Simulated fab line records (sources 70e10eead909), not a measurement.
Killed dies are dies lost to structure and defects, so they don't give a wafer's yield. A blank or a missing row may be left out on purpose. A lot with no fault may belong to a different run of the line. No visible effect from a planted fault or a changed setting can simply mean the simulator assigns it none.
Struck lot and sound lot, side by side	flow nandHarc	14 steps out of a route of 1302
Sound: the wafers L793.2, L793.3, L793.4. Struck: wafer L801.4 (left out: L801.1, a lot-mate that was not struck); the cause follows at the end.
Each step with rows lists, per side, the tool, then ch with its chambers, then its first start. Under that, the readings that differ: sound wafers	struck wafers	difference of the means	sigmas: that difference in standard deviations of wafers without a fault.
alike: a reading whose means differ by less than 2 such deviations, as well as words and numbers matching on both sides. not compared: withheld readings; readings where some wafer has no value; bounds like >300 that might hide an equal value; numbers whose values overlap and for which the record gives no deviation.
The two part at a step that has a row with sigmas, a row that says differs or no value, or rows on one side only. Non-overlapping numbers with no deviation appear without sigmas and do not part them. A reading that every wafer of one side lacks parts them only if that side has two wafers or more.

NHARC_A_SOURCE_PLATE_THK_MEAS_06: measures by ellipsometry.
  sound: filmMetro-01 at day 7 21:14; struck: filmMetro-02 at day 10 20:09
  alike: thkNm
NHARC_A_SOURCE_PLATE_INSPECT_08:
  sound: defectInspect-01 at day 7 21:20; struck: defectInspect-01 at day 10 20:13
  alike: rawDefectCount
next comes 1 step that has no rows for these wafers: NHARC_A_ONON_D1_DEP_00 (target thickness 1000 nm).
NHARC_A_ONON_D1_THK_MEAS_02: measures by ellipsometry.
  sound: filmMetro-02 at day 7 21:55; struck: filmMetro-01 at day 10 20:47
  alike: thkNm
next comes 1 step that has no rows for these wafers: NHARC_A_ONON_D1_DEP_03 (target thickness 1000 nm).
NHARC_A_ONON_D1_THK_MEAS_05: measures by ellipsometry.
  sound: filmMetro-02 at day 7 22:29; struck: filmMetro-02 at day 10 21:21
  alike: thkNm
next comes 1 step that has no rows for these wafers: NHARC_A_ONON_D1_DEP_06 (target thickness 1000 nm).
NHARC_A_ONON_D1_THK_MEAS_08: measures by ellipsometry.
  sound: filmMetro-01 at day 7 23:04; struck: filmMetro-02 at day 10 21:55
reading	sound	struck	difference	sigmas
thkNm (nm)	992 992 992	1018	+26	+2
next comes 1 step that has no rows for these wafers: NHARC_A_ONON_D1_DEP_09 (target thickness 1000 nm).
NHARC_A_ONON_D1_THK_MEAS_11: measures by ellipsometry.
  sound: filmMetro-02 at day 7 23:38; struck: filmMetro-01 at day 10 22:29
  alike: thkNm
NHARC_A_ONON_D1_DEP_12: target thk 1000 nm.
  sound on pecvdOnon-03 ch 0, day 7 23:44; struck on pecvdOnon-04 ch 0, day 10 22:32
  alike: n2oFlowSccm
NHARC_A_ONON_D1_THK_MEAS_14: measures by ellipsometry.
  sound: filmMetro-01 at day 8 00:12; struck: filmMetro-01 at day 10 23:03
reading	sound	struck	difference	sigmas
thkNm (nm)	1013 1011 1013	944	-68	-7
then, 1 step without rows for these wafers: NHARC_A_ONON_D1_ANNEAL_15 (time 3600 s).
NHARC_END_SORT_01:
  the record has rows for the sound wafers here (prober-01 ch 0, day 25 05:30) and none for the struck ones

== WHERE THEY PART ==
Last at NHARC_END_SORT_01 as far as this record goes, first at NHARC_A_ONON_D1_THK_MEAS_08.

WHY: whatever the simulator had introduced
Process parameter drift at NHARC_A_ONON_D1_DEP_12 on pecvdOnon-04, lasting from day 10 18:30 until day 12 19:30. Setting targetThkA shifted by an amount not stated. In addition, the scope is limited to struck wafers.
